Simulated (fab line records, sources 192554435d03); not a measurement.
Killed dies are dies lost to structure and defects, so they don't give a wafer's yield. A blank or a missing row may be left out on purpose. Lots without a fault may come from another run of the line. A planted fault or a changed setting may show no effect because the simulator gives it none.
Chamber matching | flow n5_finfet | N5_MOL_CONTACT_COAG_CONTACT_ETCH_14 on rie_diel-03: 4 sister chambers
The step etches SiO2 in C4F6/O2, target depth 27.5 nm, overetch 8.5 nm, time 20 s. 24 wafers are shown with their chamber, then 12 later ones without.

WAFERS WITH THEIR CHAMBER
wafer  | chamber | showerhead_plenum_p_Torr (Torr) | throttle_valve_pct (%) | rf_vpp_V (V)
L074.2 | 2       | 2.75                            | 21.10                  | 687
L074.3 | 1       | 2.98                            | 21.14                  | 696
L074.6 | 0       | 2.84                            | 21.05                  | 692
L075.1 | 0       | 2.84                            | 21.04                  | 691
L075.2 | 3       | 2.87                            | 21.59                  | 691
L075.3 | 2       | 2.75                            | 21.13                  | 688
L076.1 | 2       | 2.75                            | 21.12                  | 689
L076.2 | 3       | 2.87                            | 21.60                  | 693
L076.3 | 1       | 2.98                            | 21.15                  | 695
L076.4 | 0       | 2.84                            | 21.04                  | 692
L076.5 | 3       | 2.86                            | 21.61                  | 691
L076.6 | 0       | 2.84                            | 21.04                  | 693
L079.2 | 0       | 2.83                            | 21.04                  | 691
L079.4 | 1       | 2.98                            | 21.15                  | 695
L079.5 | 3       | 2.86                            | 21.60                  | 692
L081.2 | 3       | 2.86                            | 21.61                  | 692
L081.3 | 2       | 2.75                            | 21.14                  | 689
L081.6 | 3       | 2.86                            | 21.60                  | 692
L082.3 | 0       | 2.83                            | 21.06                  | 692
L082.4 | 2       | 2.75                            | 21.12                  | 687
L082.5 | 1       | 2.98                            | 21.16                  | 695
L083.3 | 0       | 2.83                            | 21.05                  | 690
L083.5 | 1       | 2.98                            | 21.16                  | 695
L083.6 | 0       | 2.83                            | 21.06                  | 692

SIGNATURES (means of the wafers above)
reading                  | chamber 0 | chamber 1 | chamber 2 | chamber 3 | scatter within a chamber
showerhead_plenum_p_Torr | 2.8350    | 2.9800    | 2.7500    | 2.8633    | 0.00408
throttle_valve_pct       | 21.0475   | 21.1520   | 21.1220   | 21.6017   | 0.00998
rf_vpp_V                 | 691.62    | 695.20    | 688.00    | 691.83    | 0.822
Rule: a wafer's distance from a chamber is the root of the sum, over the readings, of the square of ((its reading less the chamber's mean) divided by the reading's scatter). The wafer belongs to the nearest chamber; if the next one is less than 2 further off, it can't be placed. The scatter: the root of (the sum of the squares of (reading less its chamber's mean) over the shown wafers, divided by (wafers less chambers)).

WAFERS WITHOUT THEIR CHAMBER
wafer  | showerhead_plenum_p_Torr (Torr) | throttle_valve_pct (%) | rf_vpp_V (V)
L086.1 | 2.97                            | 21.18                  | 696
L086.3 | 2.83                            | 21.09                  | 691
L086.5 | 2.74                            | 21.13                  | 688
L087.2 | 2.74                            | 21.13                  | 689
L087.4 | 2.97                            | 21.17                  | 698
L087.5 | 2.86                            | 21.62                  | 692
L090.3 | 2.74                            | 21.14                  | 686
L090.5 | 2.74                            | 21.14                  | 688
L090.6 | 2.97                            | 21.20                  | 696
L096.1 | 2.96                            | 21.19                  | 696
L096.5 | 2.73                            | 21.16                  | 688
L096.6 | 2.96                            | 21.20                  | 695

WHICH CHAMBER EACH WENT THROUGH
wafer  | from the rows above | in truth
L086.1 | 1                   | 1
L086.3 | 0                   | 0
L086.5 | 2                   | 2
L087.2 | 2                   | 2
L087.4 | 1                   | 1
L087.5 | 3                   | 3
L090.3 | 2                   | 2
L090.5 | 2                   | 2
L090.6 | 1                   | 1
L096.1 | 1                   | 1
L096.5 | 2                   | 2
L096.6 | 1                   | 1
Placed correctly: 12 of 12. Can't be placed from these rows: 0. Placed wrongly: 0.
